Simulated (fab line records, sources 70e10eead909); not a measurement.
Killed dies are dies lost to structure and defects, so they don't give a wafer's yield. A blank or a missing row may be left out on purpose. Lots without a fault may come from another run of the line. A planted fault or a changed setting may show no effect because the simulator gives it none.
Chamber matching | flow nand_harc | NHARC_P_BONDPAD_CMP_19 on cmp-04: 4 sister chambers
The step polishes, t overpolish 30 s, cu recess touch 16 s, target thk 160.81 nm. 18 wafers are shown with their chamber, then 9 later ones without.

WAFERS WITH THEIR CHAMBER
wafer  | chamber | motor_current_A (A) | overpolish_run_s (s) | slurry_flow_ml_min
L077.2 | 2       | 11.4                | 30.005               | 150.2
L077.3 | 1       | 10.2                | 30.007               | 150.1
L077.5 | 1       | 9.8                 | 29.993               | 150.7
L078.2 | 1       | 10.7                | 29.995               | 150.4
L078.4 | 3       | 12.9                | 29.992               | 150.0
L078.5 | 0       | 10.9                | 30.001               | 150.0
L081.3 | 3       | 12.7                | 29.990               | 150.8
L081.5 | 3       | 12.3                | 29.993               | 150.8
L081.6 | 0       | 11.4                | 30.004               | 149.9
L085.2 | 0       | 11.5                | 29.991               | 149.9
L085.3 | 2       | 11.0                | 29.979               | 149.7
L085.5 | 3       | 12.9                | 30.002               | 149.4
L084.4 | 0       | 11.5                | 29.996               | 149.7
L084.5 | 0       | 11.2                | 29.992               | 149.7
L084.6 | 1       | 10.3                | 30.005               | 149.4
L088.3 | 1       | 9.8                 | 30.000               | 149.4
L088.5 | 2       | 11.8                | 30.003               | 150.3
L088.6 | 3       | 12.5                | 29.994               | 149.7

SIGNATURES (means of the wafers above)
reading            | chamber 0 | chamber 1 | chamber 2 | chamber 3 | scatter within a chamber
motor_current_A    | 11.300    | 10.160    | 11.400    | 12.660    | 0.319
overpolish_run_s   | 29.99680  | 30.00000  | 29.99567  | 29.99420  | 0.00746
slurry_flow_ml_min | 149.840   | 150.000   | 150.067   | 150.140   | 0.485
Rule: a wafer's distance from a chamber is the root of the sum, over the readings, of the square of ((its reading less the chamber's mean) divided by the reading's scatter). The wafer belongs to the nearest chamber; if the next one is less than 2 further off, it can't be placed. The scatter: the root of (the sum of the squares of (reading less its chamber's mean) over the shown wafers, divided by (wafers less chambers)).

WAFERS WITHOUT THEIR CHAMBER
wafer  | motor_current_A (A) | overpolish_run_s (s) | slurry_flow_ml_min
L089.2 | 12.3                | 30.016               | 150.4
L089.3 | 11.2                | 29.996               | 150.1
L089.5 | 11.2                | 29.993               | 150.0
L094.2 | 9.8                 | 29.989               | 150.3
L094.3 | 12.5                | 29.990               | 150.1
L094.4 | 11.7                | 29.996               | 149.7
L096.1 | 10.2                | 30.008               | 149.9
L096.5 | 9.9                 | 30.007               | 149.5
L096.6 | 11.1                | 29.988               | 150.2

WHICH CHAMBER EACH WENT THROUGH
wafer  | from the rows above          | in truth
L089.2 | can't be placed: 3 or 2 or 0 | 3
L089.3 | can't be placed: 0 or 2      | 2
L089.5 | can't be placed: 0 or 2      | 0
L094.2 | 1                            | 1
L094.3 | 3                            | 3
L094.4 | can't be placed: 2 or 0 or 3 | 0
L096.1 | 1                            | 1
L096.5 | 1                            | 1
L096.6 | can't be placed: 2 or 0 or 1 | 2
Placed correctly: 4 of 9. Can't be placed from these rows: 5 (the true chamber is among the candidates in 5). Placed wrongly: 0.
